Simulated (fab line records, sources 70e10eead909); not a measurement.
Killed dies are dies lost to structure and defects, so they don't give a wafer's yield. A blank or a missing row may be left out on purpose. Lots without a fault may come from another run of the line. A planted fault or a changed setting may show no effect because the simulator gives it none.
fab line records | flow nand_harc
record lots=24 wafers=72 last_day=34
route steps=1302 shown P_M0@263 P_M1@300
lots that met no fault: from a run of the same line without faults
start_h: hours from the record's first day to the start of the lot's first wafer shown | wait_h: hours since the lot's step before | " the same as in the row above | L1.1+2: a row that stands for several wafers | - no value, or no start given | * or withheld: withheld | < > ~ a bound
route shown NAME@n: a module of which the file shows steps, and the number in the route of the first | usual: mean/standard deviation of fault-free wafers | same: alike in all rows | chamber/n: place in a boat | sites: the reading at each site | _std_site: their standard deviation | _edge_site: outer sites' mean less inner sites' | radius_mm: how far each site lies from the wafer's centre | mask NAME#n: copy n | behind: the tool/chamber that last shaped the wafer | hold: why the lot was held/for how many hours/how that ended | device: the transistor (n, p or np) that didn't switch | end of line: the same wafers' tests at the end of the route | a step without rows: its recipe alone | killed: dies lost to structure and defects at the first sort, not the wafer's yield | map: a wafer's dies, x killed, . not, _ none there
set.NAME: the setting as run; set.NAME@STEP: as run at that earlier step | model.NAME: the simulator's own value behind a step, which no gauge read
steps of the route over a sample of lots; a table a step, a row a wafer
services: from which hour (start_h, from the record's first day; less than 0 if before it) a tool's chamber was out of use, for how many hours, and why
## steps
# step NHARC_P_M0_CD_MEAS_09
# recipe target_cd_nm=90 landing_energy_ev=500
# usual cd_nm=89.8/0.67
# columns lot.wafer tool chamber start_h wait_h cd_nm
L074.1 cd_sem-02 0 120.64 - 89.4
L074.2 " 0 " " 88.8
L074.5 " 0 " " 89.3
L075.4 cd_sem-02 0 133.68 - 89.5
L075.5 " 0 " " 89.4
L075.6 " 0 " " 89.8
L076.3 cd_sem-02 0 138.91 - 89.1
L076.4 " 0 " " 88.8
L076.6 " 0 " " 89.2
L077.1 cd_sem-01 0 150.22 - 88.8
L077.4 " 0 " " 89.1
L077.5 " 0 " " 89.1
L078.4 cd_sem-03 0 161.84 - 88.4
L078.5 " 0 " " 88.4
L078.6 " 0 " " 88.7
L079.1 cd_sem-03 0 169.62 - 90.2
L079.4 " 0 " " 90.7
L079.5 " 0 " " 90.5
L080.3 cd_sem-02 0 182.84 - 91.6
L080.4 " 0 " " 90.7
L080.6 " 0 " " 91.0
L081.2 cd_sem-03 0 196.82 - 90.1
L081.3 " 0 " " 90.3
L081.6 " 0 " " 89.0
L082.1 cd_sem-03 0 202.36 - 88.8
L082.3 " 0 " " 89.4
L082.5 " 0 " " 89.1
L083.1 cd_sem-02 0 217.18 - 90.3
L083.2 " 0 " " 89.5
L083.6 " 0 " " 89.9
L084.2 cd_sem-02 0 228.42 - 89.8
L084.3 " 0 " " 90.7
L084.4 " 0 " " 90.2
L085.1 cd_sem-01 0 243.49 - 90.2
L085.2 " 0 " " 89.4
L085.4 " 0 " " 89.5
L086.1 cd_sem-02 0 244.19 - 90.2
L086.5 " 0 " " 90.1
L086.6 " 0 " " 90.5
L089.2 cd_sem-02 0 266.22 - 90.5
L089.3 " 0 " " 90.8
L089.5 " 0 " " 90.5
L087.1 cd_sem-03 0 267.03 - 91.0
L087.5 " 0 " " 91.0
L087.6 " 0 " " 90.5
L088.3 cd_sem-02 0 269.12 - 89.7
L088.5 " 0 " " 89.9
L088.6 " 0 " " 89.8
L090.1 cd_sem-01 0 286.32 - 89.7
L090.2 " 0 " " 90.0
L090.5 " 0 " " 90.7
L091.2 cd_sem-02 0 294.47 - 90.3
L091.4 " 0 " " 90.6
L091.5 " 0 " " 89.6
L092.1 cd_sem-02 0 304.71 - 89.6
L092.2 " 0 " " 90.0
L092.3 " 0 " " 89.9
L093.1 cd_sem-01 0 314.08 - 90.6
L093.4 " 0 " " 90.3
L093.6 " 0 " " 90.2
L094.3 cd_sem-02 0 324.74 - 89.4
L094.4 " 0 " " 88.9
L094.5 " 0 " " 89.5
L095.2 cd_sem-01 0 338.35 - 89.1
L095.4 " 0 " " 89.5
L095.6 " 0 " " 89.6
L096.2 cd_sem-02 0 347.17 - 89.5
L096.4 " 0 " " 89.1
L096.6 " 0 " " 90.3
L097.4 cd_sem-03 0 350.37 - 90.2
L097.5 " 0 " " 90.8
L097.6 " 0 " " 89.2
# step NHARC_P_M0_OVL_MEAS_10
# recipe pitch_nm=180
# usual overlay_x_nm=0.0/0.73 overlay_y_nm=0.0/1.2
# columns lot.wafer tool chamber start_h wait_h overlay_x_nm overlay_y_nm
L074.1 overlay-02 - 120.72 - -0.1 0.3
L074.2 " - " " -0.2 -0.4
L074.5 " - " " 0.2 0.2
L075.4 overlay-02 - 133.76 - 0.1 -2.3
L075.5 " - " " -0.1 -1.2
L075.6 " - " " -0.5 -1.5
L076.3 overlay-02 - 139.00 - -0.1 -1.5
L076.4 " - " " -0.5 -1.8
L076.6 " - " " -0.4 -2.3
L077.1 overlay-02 - 150.32 - 1.1 0.4
L077.4 " - " " 1.0 -0.2
L077.5 " - " " 0.8 0.2
L078.4 overlay-02 - 161.92 - 1.5 0.6
L078.5 " - " " 1.2 0.3
L078.6 " - " " 0.8 0.7
L079.1 overlay-01 - 169.71 - 0.8 0.9
L079.4 " - " " 0.9 0.4
L079.5 " - " " 0.3 0.1
L080.3 overlay-02 - 182.92 - -0.4 0.9
L080.4 " - " " -0.7 0.7
L080.6 " - " " -0.3 1.4
L081.2 overlay-01 - 196.91 - -0.6 0.9
L081.3 " - " " -0.4 1.7
L081.6 " - " " 0.2 1.5
L082.1 overlay-02 - 202.45 - 0.9 -0.1
L082.3 " - " " 0.7 0.2
L082.5 " - " " 0.5 0.3
L083.1 overlay-02 - 217.27 - -0.2 -1.4
L083.2 " - " " 0.1 -1.8
L083.6 " - " " -0.7 -1.2
L084.2 overlay-02 - 228.50 - 0.8 0.8
L084.3 " - " " 0.4 0.5
L084.4 " - " " 0.4 0.4
L085.1 overlay-02 - 243.57 - -1.3 3.1
L085.2 " - " " -0.6 2.7
L085.4 " - " " -0.9 2.7
L086.1 overlay-01 - 244.28 - -0.3 1.1
L086.5 " - " " -0.4 0.6
L086.6 " - " " -0.6 0.6
L089.2 overlay-02 - 266.30 - 0.7 -0.9
L089.3 " - " " 0.7 -0.7
L089.5 " - " " 0.8 -0.5
L087.1 overlay-02 - 267.12 - -1.0 -0.9
L087.5 " - " " -1.5 -0.4
L087.6 " - " " -0.7 -0.1
L088.3 overlay-02 - 269.20 - 0.2 0.6
L088.5 " - " " -0.4 0.1
L088.6 " - " " -0.3 0.4
L090.1 overlay-01 - 286.41 - -0.6 -0.5
L090.2 " - " " -0.2 0.0
L090.5 " - " " 0.0 0.0
L091.2 overlay-02 - 294.55 - -0.2 -0.5
L091.4 " - " " -0.7 -0.2
L091.5 " - " " -0.1 -0.2
L092.1 overlay-01 - 304.80 - -0.1 0.7
L092.2 " - " " -0.3 0.3
L092.3 " - " " -1.0 0.9
L093.1 overlay-02 - 314.17 - 1.2 0.3
L093.4 " - " " 1.1 0.2
L093.6 " - " " 0.9 0.5
L094.3 overlay-01 - 324.82 - -0.7 2.1
L094.4 " - " " -0.4 2.0
L094.5 " - " " -0.6 1.5
L095.2 overlay-02 - 338.43 - -0.2 -0.1
L095.4 " - " " 0.5 -0.6
L095.6 " - " " -0.1 -0.5
L096.2 overlay-01 - 347.26 - 1.2 -1.1
L096.4 " - " " 0.6 -1.5
L096.6 " - " " 1.0 -1.5
L097.4 overlay-02 - 350.45 - -0.7 -1.9
L097.5 " - " " -0.5 -1.9
L097.6 " - " " -1.5 -1.9
# step NHARC_P_M0_DESCUM_14
# recipe time_s=3 o2_flow_sccm=200 ar_flow_sccm=0 bias_power_w=0 chemistry=O2
# usual drypump_motor_current_A=5.7/0.3 oes_product_au=1.002/0.011 rf_vpp_V=57.9/0.84 showerhead_plenum_p_Torr=1.91/0.072 throttle_valve_pct=11.310/0.0088
# same time_s=3
# columns lot.wafer tool chamber start_h wait_h drypump_motor_current_A oes_product_au rf_hours_counter_h rf_vpp_V showerhead_plenum_p_Torr throttle_valve_pct
L074.2 rie_diel-03 1 120.82 0.1 5.6 0.997 1 56.2 1.89 11.315
L074.1 " 0 " " 5.4 1.011 2 57.0 1.92 11.316
L074.5 " 1 " " 5.6 1.001 - 58.1 1.89 11.311
L075.4 rie_diel-02 0 133.87 0.1 6.1 1.014 29 58.6 2.07 11.318
L075.5 " 2 " " 5.8 0.997 - 57.5 1.89 11.309
L075.6 " 3 " " 5.3 0.998 - 56.9 2.01 11.337
L076.4 rie_diel-12 3 139.10 0.1 5.9 0.989 10 57.7 1.80 11.311
L076.3 " 1 " " 5.8 1.014 13 57.9 1.97 11.292
L076.6 " 3 " " 5.9 0.997 - 56.8 1.80 11.322
L077.4 rie_diel-03 1 150.96 0.6 5.6 1.014 7 59.3 1.88 11.320
L077.1 " 2 " " 6.3 1.012 7 57.6 1.86 11.307
L077.5 " 3 " " 5.3 1.015 - 58.2 1.92 11.311
L078.4 rie_diel-02 2 162.08 0.1 5.8 1.000 42 59.7 1.89 11.315
L078.6 " 0 " " 6.1 1.011 - 57.9 2.06 11.315
L078.5 " 1 " " 5.7 0.990 - 57.3 1.84 11.310
L079.4 rie_diel-03 2 169.82 0.1 6.3 0.997 10 59.2 1.86 11.322
L079.1 " 3 " " 5.3 1.011 11 57.7 1.92 11.305
L079.5 " 0 " " 5.4 1.014 - 57.9 1.91 11.324
L080.4 rie_diel-02 1 183.02 0.1 5.6 0.999 49 57.9 1.84 11.308
L080.3 " 3 " " 5.2 1.003 49 58.0 2.01 11.318
L080.6 " 1 " " 5.6 0.999 - 57.7 1.84 11.318
L081.3 rie_diel-03 2 197.02 0.1 6.3 1.007 14 57.1 1.86 11.315
L081.2 " 3 " " 5.3 1.009 14 58.1 1.92 11.309
L081.6 " 1 " " 5.6 1.008 - 58.5 1.88 11.311
L082.3 rie_diel-12 0 202.56 0.1 5.7 0.990 40 59.0 1.95 11.308
L082.1 " 1 " " 5.9 1.016 40 58.6 1.96 11.327
L082.5 " 0 " " 5.7 0.994 - 57.8 1.95 11.305
L083.1 rie_diel-03 2 217.44 0.1 6.3 1.001 17 57.4 1.86 11.297
L083.2 " 1 " " 5.6 1.011 18 56.5 1.88 11.312
L083.6 " 3 " " 5.3 1.002 - 57.6 1.92 11.291
L084.2 rie_diel-12 3 228.60 0.1 5.9 0.980 47 57.2 1.78 11.316
L084.3 " 0 " " 5.7 0.992 45 58.0 1.95 11.306
L084.4 " 2 " " 5.6 1.015 38 57.9 1.99 11.311
L085.2 rie_diel-03 1 243.67 0.1 5.6 1.001 23 57.7 1.88 11.304
L085.1 " 2 " " 6.3 1.002 22 56.9 1.86 11.314
L085.4 " 0 " " 5.4 1.006 23 59.0 1.91 11.316
L086.1 rie_diel-03 2 244.40 0.1 6.4 0.992 23 57.4 1.86 11.312
L086.6 " 3 " " 5.3 1.007 - 58.8 1.91 11.326
L086.5 " 0 " " 5.4 1.008 - 57.4 1.91 11.307
L089.2 rie_diel-12 0 266.42 0.1 5.7 0.987 57 59.4 1.95 11.326
L089.3 " 1 " " 5.8 1.019 57 57.7 1.96 11.328
L089.5 " 2 " " 5.6 1.006 - 57.7 1.98 11.308
L087.1 rie_diel-12 1 267.24 0.1 5.9 1.015 57 58.2 1.96 11.324
L087.5 " 2 " " 5.7 1.015 - 58.1 1.98 11.312
L087.6 " 3 " " 5.9 0.984 - 56.2 1.78 11.302
L088.3 rie_diel-03 0 269.31 0.1 5.4 1.008 25 58.8 1.91 11.317
L088.6 " 3 " " 5.3 0.997 - 58.4 1.91 11.304
L088.5 " 0 " " 5.4 1.003 - 57.2 1.91 11.322
L090.1 rie_diel-02 0 286.55 0.1 6.1 1.011 27 60.0 2.05 11.309
L090.2 " 3 " " 5.3 1.003 27 59.8 2.00 11.304
L090.5 " 0 " " 6.1 1.004 - 59.8 2.05 11.297
L091.4 rie_diel-02 0 294.65 0.1 6.1 0.995 31 58.0 2.05 11.311
L091.2 " 1 " " 5.7 1.005 26 57.6 1.83 11.304
L091.5 " 1 " " 5.6 0.995 - 57.3 1.83 11.313
L092.3 rie_diel-12 0 304.90 0.1 5.7 0.989 12 56.7 1.94 11.309
L092.1 " 1 " " 5.9 0.997 10 57.3 1.95 11.322
L092.2 " 3 " " 5.9 0.970 14 58.4 1.78 11.307
L093.4 rie_diel-12 1 314.30 0.1 5.9 1.011 11 58.2 1.95 11.307
L093.1 " 2 " " 5.7 1.023 12 57.6 1.98 11.307
L093.6 " 1 " " 5.9 1.002 - 58.7 1.95 11.296
L094.3 rie_diel-12 1 324.93 0.1 5.9 1.000 16 56.7 1.95 11.309
L094.4 " 3 " " 5.9 0.973 19 56.6 1.77 11.306
L094.5 " 1 " " 5.8 1.009 - 59.2 1.95 11.302
L095.4 rie_diel-02 0 338.53 0.1 6.1 0.996 39 57.4 2.04 11.285
L095.2 " 2 " " 5.8 0.994 37 56.9 1.87 11.308
L095.6 " 0 " " 6.1 0.996 - 59.1 2.04 11.303
L096.4 rie_diel-03 2 347.36 0.1 6.3 1.010 9 55.7 1.85 11.326
L096.2 " 3 " " 5.3 1.004 10 59.7 1.91 11.316
L096.6 " 1 " " 5.6 1.012 - 57.4 1.87 11.311
L097.4 rie_diel-02 3 350.57 0.1 5.2 1.012 43 57.5 1.99 11.312
L097.5 " 0 " " 6.1 1.007 - 58.0 2.04 11.296
L097.6 " 1 " " 5.7 0.995 - 58.7 1.83 11.316
# step NHARC_P_M0_ETCH_15
# recipe target_depth_a=1500 overetch_a=150 time_s=82.5 c4f8_flow_sccm=withheld ar_flow_sccm=400 rf_w=600 bias_w=300 chemistry=C4F8/Ar
# usual oes_product_au=0.953/0.023 rf_vpp_V=440.7/2.3
# same time_s=82.5
# columns lot.wafer tool chamber start_h wait_h oes_product_au rf_hours_counter_h rf_vpp_V
L074.2 rie_diel-03 3 - - 0.989 2 440.9
L074.1 " 0 " " 0.988 2 441.4
L074.5 " 3 " " 0.991 - 441.5
L075.4 rie_diel-02 2 - - 0.948 29 439.7
L075.6 " 2 " " 0.945 - 442.0
L075.5 " 3 " " 0.947 - 444.0
L076.3 rie_diel-12 3 - - 0.944 10 437.4
L076.4 " 0 " " 0.967 11 442.7
L076.6 " 3 " " 0.951 - 436.8
L077.4 rie_diel-03 0 - - 0.946 9 440.6
L077.1 " 1 " " 0.952 7 440.1
L077.5 " 2 " " 0.949 - 438.4
L078.4 rie_diel-02 0 - - 0.930 39 444.8
L078.5 " 1 " " 0.930 - 437.1
L078.6 " 2 " " 0.929 - 439.2
L079.4 rie_diel-03 2 - - 0.978 10 439.9
L079.1 " 0 " " 0.981 11 439.7
L079.5 " 1 " " 0.969 - 441.2
L080.4 rie_diel-02 0 - - 0.932 45 445.3
L080.3 " 2 " " 0.920 50 439.9
L080.6 " 3 " " 0.966 - 442.1
L081.2 rie_diel-03 1 - - 0.978 15 439.9
L081.3 " 3 " " 0.961 14 440.6
L081.6 " 0 " " 0.980 - 441.0
L082.1 rie_diel-12 0 - - 0.908 40 442.7
L082.3 " 1 " " 0.936 40 442.4
L082.5 " 0 " " 0.912 - 441.7
L083.1 rie_diel-03 0 - - 1.001 18 441.4
L083.2 " 1 " " 0.988 18 439.0
L083.6 " 3 " " 0.971 - 441.1
L084.3 rie_diel-12 3 - - 0.899 47 437.7
L084.4 " 1 " " 0.942 48 441.6
L084.2 " 2 " " 0.934 38 445.0
L085.2 rie_diel-03 2 - - 0.960 22 439.5
L085.4 " 3 " " 0.971 24 441.0
L085.1 " 0 " " 0.982 23 441.8
L086.1 rie_diel-03 2 - - 0.975 23 439.2
L086.5 " 1 " " 0.976 - 438.7
L086.6 " 2 " " 0.978 - 438.3
L089.2 rie_diel-12 3 - - 0.944 59 435.8
L089.3 " 0 " " 0.961 57 443.9
L089.5 " 2 " " 0.950 - 442.7
L087.1 rie_diel-12 2 - - 0.934 52 443.4
L087.6 " 3 " " 0.909 - 437.0
L087.5 " 0 " " 0.920 - 440.6
L088.3 rie_diel-03 2 - - 0.980 25 439.1
L088.5 " 1 " " 0.982 - 439.3
L088.6 " 2 " " 0.980 - 439.8
L090.2 rie_diel-02 1 - - 0.951 23 440.1
L090.1 " 3 " " 0.963 27 443.2
L090.5 " 1 " " 0.948 - 438.2
L091.4 rie_diel-02 1 - - 0.949 26 438.7
L091.2 " 3 " " 0.970 31 443.0
L091.5 " 1 " " 0.951 - 438.5
L092.2 rie_diel-12 0 - - 0.959 12 441.6
L092.3 " 1 " " 0.965 10 442.9
L092.1 " 2 " " 0.992 12 442.9
L093.4 rie_diel-12 3 - - 0.931 15 437.1
L093.1 " 0 " " 0.955 13 441.8
L093.6 " 0 " " 0.952 - 442.6
L094.4 rie_diel-12 1 - - 0.950 16 441.6
L094.3 " 2 " " 0.979 17 443.7
L094.5 " 1 " " 0.940 - 441.0
L095.2 rie_diel-02 2 - - 0.909 37 439.5
L095.4 " 0 " " 0.929 39 445.0
L095.6 " 2 " " 0.919 - 440.3
L096.4 rie_diel-03 2 - - 0.956 9 439.6
L096.2 " 1 " " 0.964 8 440.2
L096.6 " 3 " " 0.978 - 440.0
L097.4 rie_diel-02 3 - - 0.932 43 442.8
L097.6 " 1 " " 0.922 - 437.4
L097.5 " 2 " " 0.913 - 439.6
# step NHARC_P_M0_INSPECT_27
# usual raw_defect_count=300/120
# columns lot.wafer tool chamber start_h wait_h raw_defect_count
L074.1 defect_inspect-01 - 123.31 0.0 295
L074.2 " - " " 354
L074.5 " - " " 491
L075.4 defect_inspect-02 - 136.42 0.0 238
L075.5 " - " " 403
L075.6 " - " " 294
L076.3 defect_inspect-02 - 141.65 0.0 285
L076.4 " - " " 357
L076.6 " - " " 454
L077.1 defect_inspect-01 - 153.54 0.0 287
L077.4 " - " " 269
L077.5 " - " " 494
L078.4 defect_inspect-02 - 164.79 0.0 430
L078.5 " - " " 425
L078.6 " - " " 317
L079.1 defect_inspect-02 - 172.28 0.0 200
L079.4 " - " " 376
L079.5 " - " " 193
L080.3 defect_inspect-02 - 185.70 0.0 301
L080.4 " - " " 228
L080.6 " - " " 214
L081.2 defect_inspect-01 - 199.50 0.0 314
L081.3 " - " " 357
L081.6 " - " " 378
L082.1 defect_inspect-02 - 205.43 0.0 384
L082.3 " - " " 303
L082.5 " - " " 316
L083.1 defect_inspect-01 - 219.99 0.0 362
L083.2 " - " " 291
L083.6 " - " " 153
L084.2 defect_inspect-01 - 231.06 0.0 337
L084.3 " - " " 498
L084.4 " - " " 226
L085.1 defect_inspect-02 - 246.24 0.0 566
L085.2 " - " " 300
L085.4 " - " " 381
L086.1 defect_inspect-01 - 246.86 0.0 248
L086.5 " - " " 618
L086.6 " - " " 302
L089.2 defect_inspect-02 - 268.88 0.0 196
L089.3 " - " " 200
L089.5 " - " " 143
L087.1 defect_inspect-01 - 269.68 0.0 327
L087.5 " - " " 385
L087.6 " - " " 192
L088.3 defect_inspect-01 - 271.94 0.0 417
L088.5 " - " " 388
L088.6 " - " " 289
L090.1 defect_inspect-02 - 289.02 0.0 445
L090.2 " - " " 270
L090.5 " - " " 175
L091.2 defect_inspect-01 - 297.42 0.0 219
L091.4 " - " " 163
L091.5 " - " " 260
L092.1 defect_inspect-02 - 307.71 0.0 171
L092.2 " - " " 188
L092.3 " - " " 229
L093.1 defect_inspect-01 - 316.86 0.0 190
L093.4 " - " " 387
L093.6 " - " " 196
L094.3 defect_inspect-02 - 327.49 0.0 825
L094.4 " - " " 472
L094.5 " - " " 280
L095.2 defect_inspect-01 - 341.05 0.0 221
L095.4 " - " " 246
L095.6 " - " " 147
L096.2 defect_inspect-02 - 349.88 0.0 120
L096.4 " - " " 155
L096.6 " - " " 144
L097.4 defect_inspect-02 - 353.08 0.0 276
L097.5 " - " " 220
L097.6 " - " " 236
# step NHARC_P_M1_ETCH_15
# recipe target_depth_a=1825 time_s=91.2 c4f8_flow_sccm=withheld ar_flow_sccm=400 rf_w=600 bias_w=300 chemistry=C4F8/Ar
# usual oes_product_au=0.963/0.019 rf_vpp_V=439.7/2.6
# same time_s=91.2
# columns lot.wafer tool chamber start_h wait_h oes_product_au rf_hours_counter_h rf_vpp_V
L074.1 rie_diel-07 0 - - 0.983 12 441.0
L074.2 " 1 " " 0.970 9 438.1
L074.5 " 0 " " 0.989 - 441.7
L075.4 rie_diel-09 0 - - 0.959 49 443.5
L075.5 " 0 " " 0.956 - 444.8
L075.6 " 1 " " 0.963 - 439.9
L076.3 rie_diel-07 3 - - 0.976 0 437.9
L076.4 " 1 " " 0.955 0 437.6
L076.6 " 3 " " 0.975 - 438.1
L077.1 rie_diel-09 0 - - 0.973 1 444.0
L077.4 " 2 " " 0.951 2 440.6
L077.5 " 3 " " 0.972 - 446.3
L078.4 rie_diel-07 0 - - 0.983 2 442.6
L078.6 " 2 " " 0.949 - 442.0
L078.5 " 3 " " 0.958 - 437.2
L079.1 rie_diel-07 3 - - 0.956 2 437.5
L079.5 " 3 " " 0.957 - 437.9
L079.4 " 1 " " 0.973 - 436.6
L080.3 rie_diel-07 3 - - 0.918 4 437.5
L080.4 " 3 " " 0.915 - 438.7
L080.6 " 1 " " 0.935 - 437.2
L081.2 rie_diel-07 3 - - 0.963 5 437.6
L081.3 " 2 " " 0.988 4 441.2
L081.6 " 2 " " 0.982 - 441.1
L082.1 rie_diel-05 2 - - 0.940 13 436.8
L082.3 " 3 " " 0.933 13 441.0
L082.5 " 0 " " 0.972 - 442.3
L083.1 rie_diel-05 1 - - 0.931 13 439.2
L083.2 " 0 " " 0.924 14 444.2
L083.6 " 2 " " 0.917 - 436.9
L084.4 rie_diel-07 1 - - 0.927 8 436.9
L084.3 " 2 " " 0.950 6 441.7
L084.2 " 3 " " 0.924 8 435.8
L085.1 rie_diel-05 0 - - 0.998 0 443.2
L085.4 " 2 " " 0.950 0 436.7
L085.2 " 3 " " 0.960 0 441.6
L086.1 rie_diel-05 2 - - 0.959 0 437.3
L086.5 " 2 " " 0.973 - 438.8
L086.6 " 3 " " 0.961 - 440.7
L089.2 rie_diel-05 1 - - 0.957 2 437.5
L089.3 " 3 " " 0.972 2 439.8
L089.5 " 1 " " 0.972 - 437.6
L087.1 rie_diel-07 0 - - 0.948 7 442.6
L087.6 " 2 " " 0.989 - 441.1
L087.5 " 3 " " 0.972 - 437.7
L088.3 rie_diel-05 3 - - 0.967 3 440.5
L088.5 " 3 " " 0.971 - 441.5
L088.6 " 0 " " 0.973 - 442.2
L090.1 rie_diel-07 1 - - 0.948 11 436.0
L090.2 " 2 " " 0.979 10 442.7
L090.5 " 0 " " 0.957 - 442.2
L091.2 rie_diel-05 1 - - 0.961 5 438.8
L091.4 " 3 " " 0.962 6 441.7
L091.5 " 1 " " 0.962 - 437.4
L092.1 rie_diel-05 3 - - 0.956 7 441.3
L092.2 " 0 " " 0.975 6 443.2
L092.3 " 1 " " 0.986 6 437.5
L093.1 rie_diel-05 0 - - 0.955 7 443.0
L093.4 " 1 " " 0.951 6 437.6
L093.6 " 1 " " 0.952 - 437.1
L094.3 rie_diel-07 0 - - 0.992 1 441.1
L094.4 " 1 " " 0.961 1 435.7
L094.5 " 3 " " 0.952 - 438.2
L095.2 rie_diel-07 2 - - 0.974 2 441.2
L095.4 " 1 " " 0.945 2 436.1
L095.6 " 2 " " 0.969 - 440.6
L096.4 rie_diel-07 3 - - 0.968 2 438.0
L096.2 " 1 " " 0.953 2 435.5
L096.6 " 2 " " 0.973 - 441.0
L097.4 rie_diel-07 2 - - 0.995 2 441.1
L097.5 " 2 " " 1.005 - 441.5
L097.6 " 3 " " 0.972 - 437.6
## services
# columns tool chamber start_h hours kind
rie_diel-03 - 104.30 9.0 pm
rie_diel-07 2 104.36 3.2 repair
rie_diel-02 0 104.52 8.8 repair
rie_diel-05 3 107.91 3.8 repair
rie_diel-07 1 110.61 2.5 repair
rie_diel-02 0 118.88 2.3 repair
rie_diel-07 - 129.18 9.0 pm
rie_diel-12 2 142.32 7.3 repair
rie_diel-07 2 160.20 5.7 repair
rie_diel-07 0 166.78 35.2 repair
rie_diel-05 - 171.47 5.2 repair
rie_diel-07 2 196.63 1.9 repair
rie_diel-12 2 200.63 10.0 repair
rie_diel-03 0 204.86 3.1 repair
rie_diel-12 0 212.52 8.3 repair
rie_diel-02 - 216.70 9.0 pm
rie_diel-05 - 229.60 9.0 pm
rie_diel-12 1 238.83 9.6 repair
rie_diel-03 1 257.74 3.5 repair
rie_diel-12 - 268.96 9.0 pm
rie_diel-03 - 281.30 9.0 pm
rie_diel-02 1 284.43 1.8 repair
rie_diel-02 - 297.52 22.5 repair
rie_diel-07 - 306.18 9.0 pm
## key
fault none
